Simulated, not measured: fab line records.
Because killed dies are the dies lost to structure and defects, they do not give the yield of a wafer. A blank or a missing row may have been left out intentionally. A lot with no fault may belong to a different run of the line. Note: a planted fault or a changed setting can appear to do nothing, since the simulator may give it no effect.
Chamber matching || flow n5Finfet || N5_BEOL_M10_ETCH_66 on rieDiel-06: 4 sister chambers
The step etches SOC in N2/H2, target depth 120 nm, overetch 24 nm, time 180 s. 8 wafers are shown with their chamber, then 8 later ones without.

## EACH WAFER AND ITS CHAMBER
{"wafer": "L075.6", "chamber": 1, "drypumpMotorCurrentA (A)": 5.7, "showerheadPlenumPTorr (Torr)": 2.49}
{"wafer": "L080.5", "chamber": 1, "drypumpMotorCurrentA (A)": 5.8, "showerheadPlenumPTorr (Torr)": 2.48}
{"wafer": "L078.5", "chamber": 0, "drypumpMotorCurrentA (A)": 5.8, "showerheadPlenumPTorr (Torr)": 2.42}
{"wafer": "L084.2", "chamber": 3, "drypumpMotorCurrentA (A)": 6.0, "showerheadPlenumPTorr (Torr)": 2.49}
{"wafer": "L084.6", "chamber": 3, "drypumpMotorCurrentA (A)": 6.0, "showerheadPlenumPTorr (Torr)": 2.49}
{"wafer": "L089.1", "chamber": 0, "drypumpMotorCurrentA (A)": 5.8, "showerheadPlenumPTorr (Torr)": 2.42}
{"wafer": "L089.5", "chamber": 2, "drypumpMotorCurrentA (A)": 4.9, "showerheadPlenumPTorr (Torr)": 2.57}
{"wafer": "L091.1", "chamber": 2, "drypumpMotorCurrentA (A)": 4.9, "showerheadPlenumPTorr (Torr)": 2.56}

## WAFERS WITHOUT THEIR CHAMBER
{"wafer": "L091.4", "drypumpMotorCurrentA (A)": 6.0, "showerheadPlenumPTorr (Torr)": 2.48}
{"wafer": "L091.5", "drypumpMotorCurrentA (A)": 6.0, "showerheadPlenumPTorr (Torr)": 2.48}
{"wafer": "L094.1", "drypumpMotorCurrentA (A)": 5.7, "showerheadPlenumPTorr (Torr)": 2.47}
{"wafer": "L094.2", "drypumpMotorCurrentA (A)": 5.7, "showerheadPlenumPTorr (Torr)": 2.41}
{"wafer": "L094.4", "drypumpMotorCurrentA (A)": 6.0, "showerheadPlenumPTorr (Torr)": 2.48}
{"wafer": "L096.1", "drypumpMotorCurrentA (A)": 5.8, "showerheadPlenumPTorr (Torr)": 2.47}
{"wafer": "L096.3", "drypumpMotorCurrentA (A)": 5.8, "showerheadPlenumPTorr (Torr)": 2.41}
{"wafer": "L096.5", "drypumpMotorCurrentA (A)": 5.7, "showerheadPlenumPTorr (Torr)": 2.47}

## CHAMBER TAKEN BY EACH
{"wafer": "L091.4", "from the rows above": 3, "in truth": 3}
{"wafer": "L091.5", "from the rows above": 3, "in truth": 3}
{"wafer": "L094.1", "from the rows above": 1, "in truth": 1}
{"wafer": "L094.2", "from the rows above": 0, "in truth": 0}
{"wafer": "L094.4", "from the rows above": 3, "in truth": 3}
{"wafer": "L096.1", "from the rows above": 1, "in truth": 1}
{"wafer": "L096.3", "from the rows above": 0, "in truth": 0}
{"wafer": "L096.5", "from the rows above": 1, "in truth": 1}
Placed correctly: 8 of 8. Left unplaced by these rows: 0. Placed wrongly: 0.
How it was worked out, from the rows above alone: a wafer's distance from a chamber is the root of the sum, over the readings, of the square of ((its reading less the chamber's mean) divided by the reading's scatter). If the next closest chamber is less than 2 further off than the closest, the wafer can't be placed; otherwise it belongs to the closest. For every chamber, the mean is computed from those of its wafers that are shown. The scatter: take each reading less its chamber's mean, square it, sum over the shown wafers, divide by the number of wafers less the number of chambers, and take the root.
